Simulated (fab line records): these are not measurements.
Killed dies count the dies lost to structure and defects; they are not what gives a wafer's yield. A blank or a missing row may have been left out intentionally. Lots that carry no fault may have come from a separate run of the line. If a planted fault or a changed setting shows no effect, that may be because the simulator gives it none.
Which tool was responsible? ; flow nandHarc ; 22 lots, 66 wafers sampled, at 6 steps of a route of 1302

## WHAT THE GAUGES READ, wafer by wafer
Not one reading of a measure or inspect step in the record can be checked against a usual standard deviation.

## EACH LOT AND THE TOOL THAT RAN IT (in order: tool; ch and the chambers of the sampled wafers; start)
lot;NHARC_A_STAIRCASE_ETCH_21;NHARC_A_STAIRCASE_ETCH_201;NHARC_A_STAIRCASE_TRIM_202;NHARC_A_STAIRCASE_ETCH_203;NHARC_A_STAIRCASE_TRIM_229;NHARC_A_STAIRCASE_TRIM_231
L074;rieDiel-04 ch 1,2, day 16 01:55 or earlier;rieDiel-05 ch 0,1,3, day 16 01:55 or earlier;rieDiel-05 ch 0,1, day 16 01:55 or earlier;rieDiel-05 ch 0,1,3, day 16 01:55 or earlier;rieDiel-01 ch 0,1, day 16 01:55;rieDiel-01 ch 0,1,3, no start
L075;rieDiel-01 ch 2,3, day 16 02:16 or earlier;rieDiel-01 ch 1,2,3, day 16 02:16 or earlier;rieDiel-01 ch 0,1,2, day 16 02:16 or earlier;rieDiel-01 ch 1,2, day 16 02:16 or earlier;rieDiel-01 ch 1,2,3, day 16 02:16;rieDiel-01 ch 1,3, no start
L076;rieDiel-01 ch 0,1,2, day 17 00:52 or earlier;rieDiel-01 ch 1,2,3, day 17 00:52 or earlier;rieDiel-01 ch 2,3, day 17 00:52 or earlier;rieDiel-01 ch 0,1,2, day 17 00:52 or earlier;rieDiel-04 ch 0,1,2, day 17 00:52;rieDiel-04 ch 1,3, no start
L077;rieDiel-01 ch 1,2,3, day 17 03:17 or earlier;rieDiel-04 ch 1,2,3, day 17 03:17 or earlier;rieDiel-04 ch 0,2,3, day 17 03:17 or earlier;rieDiel-04 ch 0,1,3, day 17 03:17 or earlier;rieDiel-04 ch 0,2,3, day 17 03:17;rieDiel-04 ch 0,1,2, no start
L078;rieDiel-05 ch 0,1,2, day 17 09:37 or earlier;rieDiel-05 ch 0,1,2, day 17 09:37 or earlier;rieDiel-05 ch 0,2,3, day 17 09:37 or earlier;rieDiel-05 ch 0,1,3, day 17 09:37 or earlier;rieDiel-01 ch 0,1,2, day 17 09:37;rieDiel-01 ch 0,2,3, no start
L081;rieDiel-01 ch 1,2,3, day 18 16:12 or earlier;rieDiel-05 ch 1,2, day 18 16:12 or earlier;rieDiel-05 ch 0,3, day 18 16:12 or earlier;rieDiel-05 ch 1,2, day 18 16:12 or earlier;rieDiel-05 ch 0,3, day 18 16:12;rieDiel-05 ch 0,2,3, no start
L080;rieDiel-05 ch 0,1, day 18 16:44 or earlier;rieDiel-04 ch 1,2,3, day 18 16:44 or earlier;rieDiel-04 ch 0,1,3, day 18 16:44 or earlier;rieDiel-04 ch 2,3, day 18 16:44 or earlier;rieDiel-01 ch 0,2,3, day 18 16:44;rieDiel-01 ch 0,1,3, no start
L079;rieDiel-05 ch 0,2, day 18 22:34 or earlier;rieDiel-05 ch 2,3, day 18 22:34 or earlier;rieDiel-05 ch 0,1,3, day 18 22:34 or earlier;rieDiel-05 ch 1,2, day 18 22:34 or earlier;rieDiel-01 ch 0,2, day 18 22:34;rieDiel-01 ch 0,2, no start
L083;rieDiel-01 ch 0,1, day 20 01:33 or earlier;rieDiel-01 ch 1,2,3, day 20 01:33 or earlier;rieDiel-01 ch 2,3, day 20 01:33 or earlier;rieDiel-01 ch 0,1, day 20 01:33 or earlier;rieDiel-01 ch 0,2,3, day 20 01:33;rieDiel-01 ch 1,2,3, no start
L082;rieDiel-05 ch 0,2,3, day 20 01:16 or earlier;rieDiel-04 ch 0,1, day 20 01:16 or earlier;rieDiel-04 ch 0,1,3, day 20 01:16 or earlier;rieDiel-04 ch 0,3, day 20 01:16 or earlier;rieDiel-01 ch 1,2,3, day 20 01:16;rieDiel-01 ch 1,2, no start
L085;rieDiel-04 ch 0,1,2, day 20 11:34 or earlier;rieDiel-01 ch 0,1, day 20 11:34 or earlier;rieDiel-01 ch 0,1, day 20 11:34 or earlier;rieDiel-01 ch 0,3, day 20 11:34 or earlier;rieDiel-04 ch 1,2, day 20 11:34;rieDiel-04 ch 0,1, no start
L086;rieDiel-04 ch 0,2,3, day 20 21:50 or earlier;rieDiel-04 ch 0,2,3, day 20 21:50 or earlier;rieDiel-04 ch 2,3, day 20 21:50 or earlier;rieDiel-04 ch 0,1,3, day 20 21:50 or earlier;rieDiel-01 ch 1,2, day 20 21:50;rieDiel-01 ch 1,2,3, no start
L088;rieDiel-01 ch 0,1,2, day 21 20:12 or earlier;rieDiel-05 ch 0,1,2, day 21 20:12 or earlier;rieDiel-05 ch 1,2,3, day 21 20:12 or earlier;rieDiel-05 ch 0,2,3, day 21 20:12 or earlier;rieDiel-05 ch 1,2,3, day 21 20:12;rieDiel-05 ch 0,1,2, no start
L089;rieDiel-05 ch 0,2,3, day 21 22:44 or earlier;rieDiel-05 ch 1,2,3, day 21 22:44 or earlier;rieDiel-05 ch 0,1, day 21 22:44 or earlier;rieDiel-05 ch 1,2,3, day 21 22:44 or earlier;rieDiel-01 ch 2,3, day 21 22:44;rieDiel-01 ch 0,1,3, no start
L090;rieDiel-01 ch 0,2,3, day 22 14:04 or earlier;rieDiel-04 ch 0,1,3, day 22 14:04 or earlier;rieDiel-04 ch 1,2, day 22 14:04 or earlier;rieDiel-04 ch 0,2, day 22 14:04 or earlier;rieDiel-01 ch 0,2,3, day 22 14:04;rieDiel-01 ch 0,2, no start
L091;rieDiel-04 ch 1,3, day 23 03:17 or earlier;rieDiel-04 ch 0,3, day 23 03:17 or earlier;rieDiel-04 ch 1,3, day 23 03:17 or earlier;rieDiel-04 ch 1,2, day 23 03:17 or earlier;rieDiel-04 ch 0,2, day 23 03:17;rieDiel-04 ch 1,2, no start
L093;rieDiel-01 ch 2,3, day 23 20:23 or earlier;rieDiel-05 ch 1,2,3, day 23 20:23 or earlier;rieDiel-05 ch 1,3, day 23 20:23 or earlier;rieDiel-05 ch 2,3, day 23 20:23 or earlier;rieDiel-05 ch 1,2,3, day 23 20:23;rieDiel-05 ch 0,2,3, no start
L092;rieDiel-01 ch 0,2, day 24 00:55 or earlier;rieDiel-04 ch 0,2,3, day 24 00:55 or earlier;rieDiel-04 ch 0,1,2, day 24 00:55 or earlier;rieDiel-04 ch 0,1, day 24 00:55 or earlier;rieDiel-04 ch 0,1,2, day 24 00:55;rieDiel-04 ch 0,2,3, no start
L094;rieDiel-05 ch 0,3, day 24 08:52 or earlier;rieDiel-04 ch 0,2,3, day 24 08:52 or earlier;rieDiel-04 ch 0,1,2, day 24 08:52 or earlier;rieDiel-04 ch 1,2,3, day 24 08:52 or earlier;rieDiel-05 ch 0,3, day 24 08:52;rieDiel-05 ch 1,2, no start
L095;rieDiel-04 ch 1,2,3, day 25 07:56 or earlier;rieDiel-01 ch 0,1, day 25 07:56 or earlier;rieDiel-01 ch 0,3, day 25 07:56 or earlier;rieDiel-01 ch 2,3, day 25 07:56 or earlier;rieDiel-04 ch 1,2,3, day 25 07:56;rieDiel-04 ch 0,1, no start
L096;rieDiel-05 ch 0,2,3, day 25 10:49 or earlier;rieDiel-05 ch 1,2,3, day 25 10:49 or earlier;rieDiel-05 ch 1,3, day 25 10:49 or earlier;rieDiel-05 ch 0,3, day 25 10:49 or earlier;rieDiel-04 ch 0,1,3, day 25 10:49;rieDiel-04 ch 1,2,3, no start
L097;rieDiel-01 ch 0,3, day 25 21:13 or earlier;rieDiel-01 ch 0,2, day 25 21:13 or earlier;rieDiel-01 ch 2,3, day 25 21:13 or earlier;rieDiel-01 ch 2,3, day 25 21:13 or earlier;rieDiel-05 ch 0,1,2, day 25 21:13;rieDiel-05 ch 0,1,3, no start
- NHARC_A_STAIRCASE_ETCH_21: etches the open film in C4F8/O2, target depth 100 nm, time 40.5 s.
- NHARC_A_STAIRCASE_ETCH_201: etches the open film in C4F8/O2, target depth 100 nm, time 40.5 s.
- NHARC_A_STAIRCASE_TRIM_202: chemistry O2, time 211.2 s.
- NHARC_A_STAIRCASE_ETCH_203: etches the open film in C4F8/O2, target depth 100 nm, time 40.5 s.
- NHARC_A_STAIRCASE_TRIM_229: chemistry O2, time 211.2 s.
- NHARC_A_STAIRCASE_TRIM_231: chemistry O2, time 211.2 s.

## AS READ BY THE TOOLS THEMSELVES (means over the sampled wafers that have a number; for cases with no such wafer, the mark the record gives instead)
NHARC_A_STAIRCASE_ETCH_21. Usual: oesProductAu 0.953 a.u., standard deviation 0.015; rfFwdPowerW 591 W, standard deviation 3.2; rfVppV 894 V, standard deviation 4.7.
lot;tool;oesProductAu (a.u.);rfFwdPowerW (W);rfVppV (V);flag
L074;rieDiel-04;0.949;590;897;
L075;rieDiel-01;0.956;592;894;
L076;rieDiel-01;0.945;591;892;
L077;rieDiel-01;0.936;594;895;
L078;rieDiel-05;0.970;589;892;
L081;rieDiel-01;0.949;594;894;
L080;rieDiel-05;0.964;588;893;
L079;rieDiel-05;0.942;588;889;
L083;rieDiel-01;0.947;592;893;
L082;rieDiel-05;0.943;591;892;
L085;rieDiel-04;0.949;591;895;
L086;rieDiel-04;0.950;592;899;
L088;rieDiel-01;0.948;593;893;
L089;rieDiel-05;0.965;590;890;
L090;rieDiel-01;0.963;591;893;
L091;rieDiel-04;0.949;592;900;
L093;rieDiel-01;0.949;595;894;
L092;rieDiel-01;0.954;591;889;
L094;rieDiel-05;0.971;588;892;
L095;rieDiel-04;0.978;591;898;
L096;rieDiel-05;0.960;592;891;
L097;rieDiel-01;0.965;591;891;

NHARC_A_STAIRCASE_ETCH_201. Usual: oesProductAu 0.943 a.u., standard deviation 0.013; rfFwdPowerW 591 W, standard deviation 3.1; rfVppV 894 V, standard deviation 5.3.
lot;tool;oesProductAu (a.u.);rfFwdPowerW (W);rfVppV (V);flag
L074;rieDiel-05;0.932;590;896;
L075;rieDiel-01;0.945;593;894;
L076;rieDiel-01;0.935;594;894;
L077;rieDiel-04;0.941;593;899;
L078;rieDiel-05;0.941;589;892;
L081;rieDiel-05;0.948;592;895;
L080;rieDiel-04;0.954;591;899;
L079;rieDiel-05;0.940;590;895;
L083;rieDiel-01;0.951;594;894;
L082;rieDiel-04;0.952;590;892;
L085;rieDiel-01;0.954;594;893;
L086;rieDiel-04;0.939;592;898;
L088;rieDiel-05;0.953;591;892;
L089;rieDiel-05;0.947;592;895;
L090;rieDiel-04;0.930;592;897;
L091;rieDiel-04;0.951;592;896;
L093;rieDiel-05;0.941;593;893;
L092;rieDiel-04;0.951;593;898;
L094;rieDiel-04;0.938;592;899;
L095;rieDiel-01;0.942;591;892;
L096;rieDiel-05;0.936;592;894;
L097;rieDiel-01;0.922;592;889;

NHARC_A_STAIRCASE_TRIM_202. Usual: drypumpMotorCurrentA 5.8 A, standard deviation 0.55; mfcArSccm 0.011 sccm, standard deviation 0.013; oesProductAu 0.998 a.u., standard deviation 0.012; rfVppV 57.8 V, standard deviation 0.91; showerheadPlenumPTorr 3.49 Torr, standard deviation 0.14; throttleValvePct 17.037 %, standard deviation 0.0089.
lot;tool;drypumpMotorCurrentA (A);mfcArSccm (sccm);oesProductAu (a.u.);rfVppV (V);showerheadPlenumPTorr (Torr);throttleValvePct (%);flag
L074;rieDiel-05;5.6;0.011;0.998;57.7;3.45;17.038;
L075;rieDiel-01;6.3;0.001;0.991;57.4;3.44;17.029;
L076;rieDiel-01;6.3;0.000;1.001;57.9;3.49;17.033;
L077;rieDiel-04;5.8;0.014;0.994;58.5;3.62;17.030;
L078;rieDiel-05;5.7;0.011;1.002;58.1;3.42;17.043;
L081;rieDiel-05;5.5;0.000;0.999;58.2;3.53;17.044;
L080;rieDiel-04;5.9;0.009;0.988;58.0;3.57;17.044;
L079;rieDiel-05;5.4;0.011;0.995;58.0;3.52;17.048;
L083;rieDiel-01;6.3;0.000;1.011;58.4;3.48;17.044;
L082;rieDiel-04;5.9;0.009;0.984;58.1;3.56;17.040;
L085;rieDiel-01;6.5;0.002;1.008;57.4;3.38;17.040;
L086;rieDiel-04;5.7;0.013;0.991;59.0;3.64;17.039;
L088;rieDiel-05;5.3;0.022;0.990;57.5;3.49;17.031;
L089;rieDiel-05;5.3;0.021;0.990;58.0;3.50;17.033;
L090;rieDiel-04;5.3;0.011;1.006;57.9;3.52;17.034;
L091;rieDiel-04;5.9;0.002;1.002;58.2;3.54;17.038;
L093;rieDiel-05;5.0;0.021;0.990;58.9;3.58;17.034;
L092;rieDiel-04;5.5;0.012;1.007;57.9;3.47;17.034;
L094;rieDiel-04;5.5;0.012;1.015;57.6;3.47;17.034;
L095;rieDiel-01;6.5;0.001;1.000;57.9;3.41;17.037;
L096;rieDiel-05;5.0;0.021;0.994;57.5;3.57;17.037;
L097;rieDiel-01;6.3;0.000;0.998;57.6;3.45;17.032;

NHARC_A_STAIRCASE_ETCH_203. Usual: oesProductAu 0.942 a.u., standard deviation 0.013; rfFwdPowerW 592 W, standard deviation 3.1; rfVppV 895 V, standard deviation 5.3.
lot;tool;oesProductAu (a.u.);rfFwdPowerW (W);rfVppV (V);flag
L074;rieDiel-05;0.946;591;896;
L075;rieDiel-01;0.940;595;894;
L076;rieDiel-01;0.942;594;893;
L077;rieDiel-04;0.938;591;898;
L078;rieDiel-05;0.942;591;897;
L081;rieDiel-05;0.942;594;895;
L080;rieDiel-04;0.950;595;901;
L079;rieDiel-05;0.950;591;892;
L083;rieDiel-01;0.943;591;893;
L082;rieDiel-04;0.932;592;898;
L085;rieDiel-01;0.938;590;890;
L086;rieDiel-04;0.925;592;897;
L088;rieDiel-05;0.957;589;892;
L089;rieDiel-05;0.948;592;895;
L090;rieDiel-04;0.939;592;896;
L091;rieDiel-04;0.952;590;895;
L093;rieDiel-05;0.947;592;894;
L092;rieDiel-04;0.949;591;892;
L094;rieDiel-04;0.943;591;897;
L095;rieDiel-01;0.942;595;893;
L096;rieDiel-05;0.943;588;891;
L097;rieDiel-01;0.927;595;894;

NHARC_A_STAIRCASE_TRIM_229. Usual: drypumpMotorCurrentA 5.9 A, standard deviation 0.53; mfcArSccm 0.008 sccm, standard deviation 0.012; oesProductAu 1.002 a.u., standard deviation 0.012; rfVppV 57.7 V, standard deviation 0.87; showerheadPlenumPTorr 3.48 Torr, standard deviation 0.13; throttleValvePct 17.037 %, standard deviation 0.0087.
lot;tool;drypumpMotorCurrentA (A);mfcArSccm (sccm);oesProductAu (a.u.);rfVppV (V);showerheadPlenumPTorr (Torr);throttleValvePct (%);flag
L074;rieDiel-01;6.5;0.002;0.995;57.6;3.39;17.033;
L075;rieDiel-01;6.2;0.000;1.001;58.6;3.49;17.035;
L076;rieDiel-04;5.4;0.012;1.013;58.5;3.50;17.039;
L077;rieDiel-04;5.8;0.014;0.992;58.3;3.62;17.047;
L078;rieDiel-01;6.3;0.001;1.009;57.4;3.44;17.037;
L081;rieDiel-05;5.5;0.000;0.998;58.0;3.52;17.035;
L080;rieDiel-01;6.4;0.001;1.008;57.5;3.43;17.035;
L079;rieDiel-01;6.4;0.001;1.007;58.2;3.42;17.032;
L083;rieDiel-01;6.4;0.001;1.006;57.7;3.42;17.044;
L082;rieDiel-01;6.2;0.000;1.012;57.9;3.48;17.035;
L085;rieDiel-04;5.4;0.011;1.010;57.5;3.52;17.038;
L086;rieDiel-01;6.1;0.000;1.006;57.6;3.48;17.038;
L088;rieDiel-05;5.3;0.022;1.001;57.4;3.49;17.030;
L089;rieDiel-01;6.3;0.000;1.002;58.2;3.46;17.034;
L090;rieDiel-01;6.4;0.001;1.004;57.6;3.41;17.038;
L091;rieDiel-04;5.3;0.018;1.008;58.5;3.52;17.040;
L093;rieDiel-05;5.3;0.022;1.004;57.0;3.48;17.031;
L092;rieDiel-04;5.4;0.012;1.018;57.0;3.47;17.035;
L094;rieDiel-05;5.5;0.000;0.988;56.8;3.49;17.024;
L095;rieDiel-04;5.8;0.008;1.010;58.0;3.58;17.033;
L096;rieDiel-04;5.9;0.009;1.003;57.5;3.54;17.048;
L097;rieDiel-05;5.5;0.022;0.992;58.6;3.57;17.035;

NHARC_A_STAIRCASE_TRIM_231. Usual: drypumpMotorCurrentA 5.9 A, standard deviation 0.54; mfcArSccm 0.008 sccm, standard deviation 0.012; oesProductAu 1.002 a.u., standard deviation 0.011; rfVppV 57.6 V, standard deviation 0.91; showerheadPlenumPTorr 3.49 Torr, standard deviation 0.14; throttleValvePct 17.037 %, standard deviation 0.0089.
lot;tool;drypumpMotorCurrentA (A);mfcArSccm (sccm);oesProductAu (a.u.);rfVppV (V);showerheadPlenumPTorr (Torr);throttleValvePct (%);flag
L074;rieDiel-01;6.4;0.001;0.994;57.1;3.44;17.044;
L075;rieDiel-01;6.3;0.000;1.008;57.1;3.50;17.039;
L076;rieDiel-04;6.3;0.004;0.989;58.2;3.68;17.041;
L077;rieDiel-04;5.4;0.012;1.000;56.7;3.50;17.039;
L078;rieDiel-01;6.4;0.001;1.012;57.0;3.43;17.037;
L081;rieDiel-05;5.7;0.011;1.001;56.9;3.42;17.038;
L080;rieDiel-01;6.4;0.001;1.007;57.3;3.43;17.045;
L079;rieDiel-01;6.5;0.002;0.999;57.8;3.37;17.030;
L083;rieDiel-01;6.2;0.000;1.017;57.9;3.48;17.038;
L082;rieDiel-01;6.1;0.000;1.010;57.8;3.49;17.037;
L085;rieDiel-04;5.5;0.013;0.992;57.7;3.44;17.038;
L086;rieDiel-01;6.2;0.000;1.012;57.5;3.48;17.042;
L088;rieDiel-05;5.6;0.022;1.008;58.0;3.40;17.040;
L089;rieDiel-01;6.4;0.001;1.005;57.2;3.42;17.041;
L090;rieDiel-01;6.5;0.002;1.010;57.0;3.36;17.038;
L091;rieDiel-04;5.3;0.011;1.010;58.1;3.51;17.037;
L093;rieDiel-05;5.6;0.011;1.008;57.5;3.39;17.046;
L092;rieDiel-04;5.8;0.014;1.003;58.0;3.59;17.043;
L094;rieDiel-05;5.5;0.033;0.996;56.7;3.37;17.028;
L095;rieDiel-04;5.6;0.007;1.008;57.6;3.42;17.032;
L096;rieDiel-04;5.8;0.008;1.001;58.4;3.58;17.045;
L097;rieDiel-05;5.4;0.011;0.995;58.8;3.49;17.032;

## THE ANSWER, worked out from the rows above alone
Rule: lot off if the mean of its wafers having a number is beyond 3 standard deviations from the usual mean. A lot without any number at a reading at which 4 lots or more have one is off too. Any other lot the step has rows for is counted as sound. First the gauges in route order, then the tools' own readings, where a lot's mean is used as printed above. At the first step where some lot is off, the reading lying furthest off is the one used; lots without a number count as furthest.
Across all readings shown, no lot is off: no conclusion can be drawn from this.

## WHAT THE SIMULATOR HAD PUT IN
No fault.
